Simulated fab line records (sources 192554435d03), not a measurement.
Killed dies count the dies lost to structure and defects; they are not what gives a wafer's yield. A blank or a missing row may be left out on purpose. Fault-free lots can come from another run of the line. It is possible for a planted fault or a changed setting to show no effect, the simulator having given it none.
Which of the tools did it? / flow n5_finfet / 24 wafers from 8 lots sampled at 6 of the route's 1938 steps

## WHAT THE GAUGES READ, wafer by wafer
N5_HKMG_FIN_INSPECT_14: inspects for defects (macro). Usual: raw_defect_count 2.1, standard deviation 1.5.
lot=L246; measured=day 4 03:13; on=defect_inspect-02; raw_defect_count=2 4 2; flag=
lot=L254; measured=day 6 03:23; on=defect_inspect-02; raw_defect_count=2 4 1; flag=
lot=L257; measured=day 6 21:36; on=defect_inspect-02; raw_defect_count=4 4 0; flag=
lot=L256; measured=day 6 23:10; on=defect_inspect-02; raw_defect_count=1 0 4; flag=
lot=L261; measured=day 7 21:20; on=defect_inspect-02; raw_defect_count=3 2 3; flag=
lot=L262; measured=day 8 02:29; on=defect_inspect-01; raw_defect_count=3 6 >300; flag=
lot=L267; measured=day 9 10:42; on=defect_inspect-01; raw_defect_count=1 2 3; flag=
lot=L269; measured=day 9 20:43; on=defect_inspect-01; raw_defect_count=3 8 0; flag=

N5_BEOL_M4_RC_MEAS_101. Usual: DIBL_N 36.0 mV/V, standard deviation 1.4; DIBL_P 36.1 mV/V, standard deviation 1.4; IOFF_N 0.153 nA/um, standard deviation 0.02; IOFF_P 0.211 nA/um, standard deviation 0.026; ION_N 673 uA/um, standard deviation 8.7; ION_P 463 uA/um, standard deviation 6.7; SS_N 71.5 mV/dec, standard deviation 0.5; SS_P 73.3 mV/dec, standard deviation 0.54; VT_N 250.1 mV, standard deviation 2.4; VT_P -250.2 mV, standard deviation 2.9.
lot=L246; measured=day 8 12:31; on=prober-02; DIBL_N (mV/V)=35.0 34.5 35.7; DIBL_P (mV/V)=36.0 34.9 36.5; IOFF_N (nA/um)=0.147 0.134 0.149; IOFF_P (nA/um)=0.215 0.201 0.231; ION_N (uA/um)=681 671 675; ION_P (uA/um)=478 469 472; SS_N (mV/dec)=70.4 71.1 71.2; SS_P (mV/dec)=72.5 72.2 72.7; VT_N (mV)=248.7 251.1 250.3; VT_P (mV)=-247.8 -247.9 -247.5; flag=
lot=L254; measured=day 10 23:22; on=prober-01; DIBL_N (mV/V)=37.4 36.4 38.7; DIBL_P (mV/V)=38.2 36.8 39.7; IOFF_N (nA/um)=0.177 0.162 0.215; IOFF_P (nA/um)=0.241 0.219 0.275; ION_N (uA/um)=680 678 690; ION_P (uA/um)=465 466 469; SS_N (mV/dec)=72.0 71.5 72.2; SS_P (mV/dec)=73.2 72.6 73.7; VT_N (mV)=249.7 248.2 247.5; VT_P (mV)=-247.3 -247.1 -246.1; flag=
lot=L257; measured=day 11 22:42; on=prober-02; DIBL_N (mV/V)=33.7 34.2 36.5; DIBL_P (mV/V)=35.3 35.4 38.1; IOFF_N (nA/um)=0.126 0.141 0.173; IOFF_P (nA/um)=0.196 0.199 0.238; ION_N (uA/um)=657 685 681; ION_P (uA/um)=457 462 470; SS_N (mV/dec)=71.5 71.2 72.2; SS_P (mV/dec)=73.2 73.5 73.6; VT_N (mV)=254.5 253.0 249.7; VT_P (mV)=-250.8 -251.9 -248.4; flag=
lot=L256; measured=day 11 23:56; on=prober-02; DIBL_N (mV/V)=39.0 36.5 34.7; DIBL_P (mV/V)=39.5 36.3 33.6; IOFF_N (nA/um)=0.212 0.155 0.127; IOFF_P (nA/um)=0.261 0.206 0.164; ION_N (uA/um)=686 664 661; ION_P (uA/um)=467 463 454; SS_N (mV/dec)=72.0 71.4 70.8; SS_P (mV/dec)=74.4 73.7 72.8; VT_N (mV)=245.7 248.2 253.4; VT_P (mV)=-248.4 -250.4 -255.1; flag=
lot=L261; measured=day 12 17:44; on=prober-02; DIBL_N (mV/V)=37.4 36.6 37.2; DIBL_P (mV/V)=36.2 36.2 36.1; IOFF_N (nA/um)=0.142 0.143 0.146; IOFF_P (nA/um)=0.193 0.192 0.205; ION_N (uA/um)=664 672 671; ION_P (uA/um)=460 464 463; SS_N (mV/dec)=71.4 71.6 71.2; SS_P (mV/dec)=73.1 73.2 72.9; VT_N (mV)=251.9 251.8 252.6; VT_P (mV)=-249.8 -251.3 -251.0; flag=
lot=L262; measured=day 13 03:16; on=prober-01; DIBL_N (mV/V)=37.0 36.8 36.0; DIBL_P (mV/V)=36.9 36.3 35.9; IOFF_N (nA/um)=0.184 0.175 0.165; IOFF_P (nA/um)=0.281 0.255 0.241; ION_N (uA/um)=697 691 681; ION_P (uA/um)=482 478 467; SS_N (mV/dec)=71.4 71.3 71.2; SS_P (mV/dec)=73.5 73.3 73.2; VT_N (mV)=244.1 244.7 248.3; VT_P (mV)=-239.9 -242.6 -243.3; flag=
lot=L267; measured=day 15 11:11; on=prober-02; DIBL_N (mV/V)=34.5 33.6 34.5; DIBL_P (mV/V)=36.3 33.6 35.7; IOFF_N (nA/um)=0.150 0.121 0.142; IOFF_P (nA/um)=0.208 0.162 0.187; ION_N (uA/um)=664 659 665; ION_P (uA/um)=459 449 454; SS_N (mV/dec)=70.8 70.5 70.2; SS_P (mV/dec)=73.9 73.1 72.9; VT_N (mV)=246.7 250.9 249.3; VT_P (mV)=-250.5 -253.8 -254.0; flag=
lot=L269; measured=day 14 15:33; on=prober-01; DIBL_N (mV/V)=34.3 33.8 34.8; DIBL_P (mV/V)=36.0 35.2 36.4; IOFF_N (nA/um)=0.141 0.135 0.147; IOFF_P (nA/um)=0.198 0.188 0.205; ION_N (uA/um)=673 665 668; ION_P (uA/um)=466 460 463; SS_N (mV/dec)=71.7 71.2 71.6; SS_P (mV/dec)=73.2 73.0 73.7; VT_N (mV)=251.4 251.8 250.1; VT_P (mV)=-252.4 -251.7 -252.6; flag=

## TOOL THAT RAN EACH LOT (tool first, then ch and the chambers of the sampled wafers, then the start)
lot=L246; N5_HKMG_FIN_ETCH_58=rie_diel-05 ch 2,3, day 3 23:51; N5_HKMG_FIN_STRIP_93=rie_diel-05 ch 2,3, day 4 00:17; N5_HKMG_FIN_CVD_62=thermal_cvd_si-02 ch 0,1, day 4 01:31; N5_HKMG_FIN_ETCH_32=rie_diel-01 ch 1,2, day 4 03:20
lot=L254; N5_HKMG_FIN_ETCH_58=rie_diel-01 ch 0,1,3, day 6 00:11; N5_HKMG_FIN_STRIP_93=rie_diel-01 ch 0,1,3, day 6 00:37; N5_HKMG_FIN_CVD_62=thermal_cvd_si-02 ch 0,2, day 6 01:39; N5_HKMG_FIN_ETCH_32=rie_diel-01 ch 0,2,3, day 6 03:31
lot=L257; N5_HKMG_FIN_ETCH_58=rie_diel-04 ch 0,1,3, day 6 18:23; N5_HKMG_FIN_STRIP_93=rie_diel-04 ch 0,1,3, day 6 18:49; N5_HKMG_FIN_CVD_62=thermal_cvd_si-02 ch 0,2, day 6 19:50; N5_HKMG_FIN_ETCH_32=rie_diel-05 ch 0,1,2, day 6 21:43
lot=L256; N5_HKMG_FIN_ETCH_58=rie_diel-01 ch 0,2,3, day 6 20:07; N5_HKMG_FIN_STRIP_93=rie_diel-01 ch 0,2,3, day 6 20:32; N5_HKMG_FIN_CVD_62=thermal_cvd_si-01 ch 0,1,2, day 6 21:32; N5_HKMG_FIN_ETCH_32=rie_diel-01 ch 0,1, day 6 23:18
lot=L261; N5_HKMG_FIN_ETCH_58=rie_diel-04 ch 0,2,3, day 7 18:16; N5_HKMG_FIN_STRIP_93=rie_diel-04 ch 0,2,3, day 7 18:41; N5_HKMG_FIN_CVD_62=thermal_cvd_si-01 ch 1,2, day 7 19:41; N5_HKMG_FIN_ETCH_32=rie_diel-04 ch 0,1,3, day 7 21:28
lot=L262; N5_HKMG_FIN_ETCH_58=rie_diel-05 ch 1,2,3, day 7 23:28; N5_HKMG_FIN_STRIP_93=rie_diel-05 ch 1,2,3, day 7 23:53; N5_HKMG_FIN_CVD_62=thermal_cvd_si-02 ch 0,1,2, day 8 00:53; N5_HKMG_FIN_ETCH_32=rie_diel-04 ch 0,1,3, day 8 02:41
lot=L267; N5_HKMG_FIN_ETCH_58=rie_diel-04 ch 2,3, day 9 07:44; N5_HKMG_FIN_STRIP_93=rie_diel-04 ch 2,3, day 9 08:10; N5_HKMG_FIN_CVD_62=thermal_cvd_si-01 ch 0,2, day 9 09:10; N5_HKMG_FIN_ETCH_32=rie_diel-04 ch 1,2,3, day 9 10:49
lot=L269; N5_HKMG_FIN_ETCH_58=rie_diel-04 ch 0,3, day 9 17:41; N5_HKMG_FIN_STRIP_93=rie_diel-04 ch 0,3, day 9 18:07; N5_HKMG_FIN_CVD_62=thermal_cvd_si-01 ch 0,1,2, day 9 19:07; N5_HKMG_FIN_ETCH_32=rie_diel-04 ch 0,1,3, day 9 20:50
- N5_HKMG_FIN_ETCH_58: etches SOC in N2/H2, target depth 215.8 nm, time 741 s.
- N5_HKMG_FIN_STRIP_93: strips SOC in N2/H2, time 20 s.
- N5_HKMG_FIN_CVD_62: deposits a-Si from Si2H6, target thk 3 nm, time 20.8 s.
- N5_HKMG_FIN_ETCH_32: etches SOC in N2/H2, target depth 240 nm, time 300 s.

## AS READ BY THE TOOLS THEMSELVES (means over the sampled wafers that have a number; for cases with no such wafer, the mark the record gives instead)
N5_HKMG_FIN_ETCH_58. Usual: drypump_motor_current_A 5.7 A, standard deviation 0.48; oes_product_au 0.76 a.u., standard deviation 0.057; rf_fwd_power_W 874.1 W, standard deviation 2.6; rf_vpp_V 99.1 V, standard deviation 1; showerhead_plenum_p_Torr 2.54 Torr, standard deviation 0.089; throttle_valve_pct 17.86 %, standard deviation 0.23.
lot=L246; tool=rie_diel-05; drypump_motor_current_A (A)=5.8; oes_product_au (a.u.)=0.76; rf_fwd_power_W (W)=876.6; rf_vpp_V (V)=99.4; showerhead_plenum_p_Torr (Torr)=2.50; throttle_valve_pct (%)=18.08; flag=
lot=L254; tool=rie_diel-01; drypump_motor_current_A (A)=5.5; oes_product_au (a.u.)=0.76; rf_fwd_power_W (W)=873.2; rf_vpp_V (V)=98.7; showerhead_plenum_p_Torr (Torr)=2.50; throttle_valve_pct (%)=17.82; flag=
lot=L257; tool=rie_diel-04; drypump_motor_current_A (A)=6.1; oes_product_au (a.u.)=0.83; rf_fwd_power_W (W)=873.8; rf_vpp_V (V)=99.5; showerhead_plenum_p_Torr (Torr)=2.53; throttle_valve_pct (%)=17.55; flag=
lot=L256; tool=rie_diel-01; drypump_motor_current_A (A)=5.6; oes_product_au (a.u.)=0.75; rf_fwd_power_W (W)=876.1; rf_vpp_V (V)=99.6; showerhead_plenum_p_Torr (Torr)=2.53; throttle_valve_pct (%)=17.92; flag=
lot=L261; tool=rie_diel-04; drypump_motor_current_A (A)=6.2; oes_product_au (a.u.)=0.78; rf_fwd_power_W (W)=874.2; rf_vpp_V (V)=99.7; showerhead_plenum_p_Torr (Torr)=2.58; throttle_valve_pct (%)=17.72; flag=
lot=L262; tool=rie_diel-05; drypump_motor_current_A (A)=5.6; oes_product_au (a.u.)=0.77; rf_fwd_power_W (W)=876.0; rf_vpp_V (V)=99.1; showerhead_plenum_p_Torr (Torr)=2.54; throttle_valve_pct (%)=18.01; flag=
lot=L267; tool=rie_diel-04; drypump_motor_current_A (A)=6.2; oes_product_au (a.u.)=0.74; rf_fwd_power_W (W)=873.9; rf_vpp_V (V)=99.9; showerhead_plenum_p_Torr (Torr)=2.63; throttle_valve_pct (%)=17.91; flag=
lot=L269; tool=rie_diel-04; drypump_motor_current_A (A)=6.1; oes_product_au (a.u.)=0.79; rf_fwd_power_W (W)=873.5; rf_vpp_V (V)=99.3; showerhead_plenum_p_Torr (Torr)=2.52; throttle_valve_pct (%)=17.57; flag=

N5_HKMG_FIN_STRIP_93. Usual: drypump_motor_current_A 5.7 A, standard deviation 0.47; oes_product_au 0.77 a.u., standard deviation 0.057; rf_fwd_power_W 496.1 W, standard deviation 2; rf_vpp_V 54.2 V, standard deviation 0.89; showerhead_plenum_p_Torr 3.35 Torr, standard deviation 0.11; throttle_valve_pct 19.1 %, standard deviation 0.35.
lot=L246; tool=rie_diel-05; drypump_motor_current_A (A)=5.8; oes_product_au (a.u.)=0.76; rf_fwd_power_W (W)=497.1; rf_vpp_V (V)=54.5; showerhead_plenum_p_Torr (Torr)=3.31; throttle_valve_pct (%)=19.4; flag=
lot=L254; tool=rie_diel-01; drypump_motor_current_A (A)=5.5; oes_product_au (a.u.)=0.76; rf_fwd_power_W (W)=496.7; rf_vpp_V (V)=54.4; showerhead_plenum_p_Torr (Torr)=3.31; throttle_valve_pct (%)=19.1; flag=
lot=L257; tool=rie_diel-04; drypump_motor_current_A (A)=6.1; oes_product_au (a.u.)=0.83; rf_fwd_power_W (W)=494.8; rf_vpp_V (V)=52.5; showerhead_plenum_p_Torr (Torr)=3.35; throttle_valve_pct (%)=18.6; flag=
lot=L256; tool=rie_diel-01; drypump_motor_current_A (A)=5.6; oes_product_au (a.u.)=0.75; rf_fwd_power_W (W)=495.8; rf_vpp_V (V)=53.3; showerhead_plenum_p_Torr (Torr)=3.35; throttle_valve_pct (%)=19.2; flag=
lot=L261; tool=rie_diel-04; drypump_motor_current_A (A)=6.2; oes_product_au (a.u.)=0.78; rf_fwd_power_W (W)=494.3; rf_vpp_V (V)=53.9; showerhead_plenum_p_Torr (Torr)=3.41; throttle_valve_pct (%)=18.9; flag=
lot=L262; tool=rie_diel-05; drypump_motor_current_A (A)=5.6; oes_product_au (a.u.)=0.77; rf_fwd_power_W (W)=495.4; rf_vpp_V (V)=54.1; showerhead_plenum_p_Torr (Torr)=3.36; throttle_valve_pct (%)=19.3; flag=
lot=L267; tool=rie_diel-04; drypump_motor_current_A (A)=6.2; oes_product_au (a.u.)=0.74; rf_fwd_power_W (W)=494.6; rf_vpp_V (V)=54.1; showerhead_plenum_p_Torr (Torr)=3.47; throttle_valve_pct (%)=19.1; flag=
lot=L269; tool=rie_diel-04; drypump_motor_current_A (A)=6.1; oes_product_au (a.u.)=0.79; rf_fwd_power_W (W)=493.8; rf_vpp_V (V)=54.2; showerhead_plenum_p_Torr (Torr)=3.33; throttle_valve_pct (%)=18.7; flag=

N5_HKMG_FIN_CVD_62. Usual: heater_power_w 1451 W, standard deviation 200; susceptor_temp_C 500.03 C, standard deviation 0.23.
lot=L246; tool=thermal_cvd_si-02; heater_power_w (W)=1620; susceptor_temp_C (C)=499.81; flag=
lot=L254; tool=thermal_cvd_si-02; heater_power_w (W)=1489; susceptor_temp_C (C)=500.04; flag=
lot=L257; tool=thermal_cvd_si-02; heater_power_w (W)=1654; susceptor_temp_C (C)=500.25; flag=
lot=L256; tool=thermal_cvd_si-01; heater_power_w (W)=1352; susceptor_temp_C (C)=499.94; flag=
lot=L261; tool=thermal_cvd_si-01; heater_power_w (W)=1428; susceptor_temp_C (C)=500.09; flag=
lot=L262; tool=thermal_cvd_si-02; heater_power_w (W)=1550; susceptor_temp_C (C)=500.24; flag=
lot=L267; tool=thermal_cvd_si-01; heater_power_w (W)=1281; susceptor_temp_C (C)=499.88; flag=
lot=L269; tool=thermal_cvd_si-01; heater_power_w (W)=1355; susceptor_temp_C (C)=500.15; flag=

N5_HKMG_FIN_ETCH_32. Usual: drypump_motor_current_A 5.8 A, standard deviation 0.49; oes_product_au 0.77 a.u., standard deviation 0.06; rf_fwd_power_W 838.1 W, standard deviation 2.6; rf_vpp_V 523.9 V, standard deviation 2.6; showerhead_plenum_p_Torr 2.55 Torr, standard deviation 0.091; throttle_valve_pct 17.89 %, standard deviation 0.24.
lot=L246; tool=rie_diel-01; drypump_motor_current_A (A)=6.0; oes_product_au (a.u.)=0.75; rf_fwd_power_W (W)=838.5; rf_vpp_V (V)=522.7; showerhead_plenum_p_Torr (Torr)=2.50; throttle_valve_pct (%)=17.98; flag=
lot=L254; tool=rie_diel-01; drypump_motor_current_A (A)=5.6; oes_product_au (a.u.)=0.75; rf_fwd_power_W (W)=836.4; rf_vpp_V (V)=523.9; showerhead_plenum_p_Torr (Torr)=2.53; throttle_valve_pct (%)=17.97; flag=
lot=L257; tool=rie_diel-05; drypump_motor_current_A (A)=5.3; oes_product_au (a.u.)=0.77; rf_fwd_power_W (W)=838.8; rf_vpp_V (V)=526.0; showerhead_plenum_p_Torr (Torr)=2.61; throttle_valve_pct (%)=18.02; flag=
lot=L256; tool=rie_diel-01; drypump_motor_current_A (A)=5.8; oes_product_au (a.u.)=0.76; rf_fwd_power_W (W)=838.0; rf_vpp_V (V)=521.1; showerhead_plenum_p_Torr (Torr)=2.44; throttle_valve_pct (%)=17.88; flag=
lot=L261; tool=rie_diel-04; drypump_motor_current_A (A)=6.1; oes_product_au (a.u.)=0.82; rf_fwd_power_W (W)=836.3; rf_vpp_V (V)=522.8; showerhead_plenum_p_Torr (Torr)=2.53; throttle_valve_pct (%)=17.61; flag=
lot=L262; tool=rie_diel-04; drypump_motor_current_A (A)=6.1; oes_product_au (a.u.)=0.81; rf_fwd_power_W (W)=839.9; rf_vpp_V (V)=524.1; showerhead_plenum_p_Torr (Torr)=2.53; throttle_valve_pct (%)=17.62; flag=
lot=L267; tool=rie_diel-04; drypump_motor_current_A (A)=6.1; oes_product_au (a.u.)=0.77; rf_fwd_power_W (W)=839.5; rf_vpp_V (V)=525.7; showerhead_plenum_p_Torr (Torr)=2.58; throttle_valve_pct (%)=17.81; flag=
lot=L269; tool=rie_diel-04; drypump_motor_current_A (A)=6.1; oes_product_au (a.u.)=0.80; rf_fwd_power_W (W)=835.5; rf_vpp_V (V)=523.2; showerhead_plenum_p_Torr (Torr)=2.52; throttle_valve_pct (%)=17.64; flag=

## THE ANSWER, worked out from the rows above alone
Rule: a lot is off if the mean of its wafers that have a number lies more than 3 standard deviations from the usual mean. A lot without any number at a reading at which 4 lots or more have one is off too. All remaining lots with rows at the step are treated as sound. Order of review: gauges by route order, followed by the tools' own readings, for which a lot's mean as printed above is used. At the first step where some lot is off, the reading lying furthest off is the one used; lots without a number count as furthest.
No lot is off at any reading shown: from this, nothing can be told.

## WHAT THE SIMULATOR HAD INSERTED
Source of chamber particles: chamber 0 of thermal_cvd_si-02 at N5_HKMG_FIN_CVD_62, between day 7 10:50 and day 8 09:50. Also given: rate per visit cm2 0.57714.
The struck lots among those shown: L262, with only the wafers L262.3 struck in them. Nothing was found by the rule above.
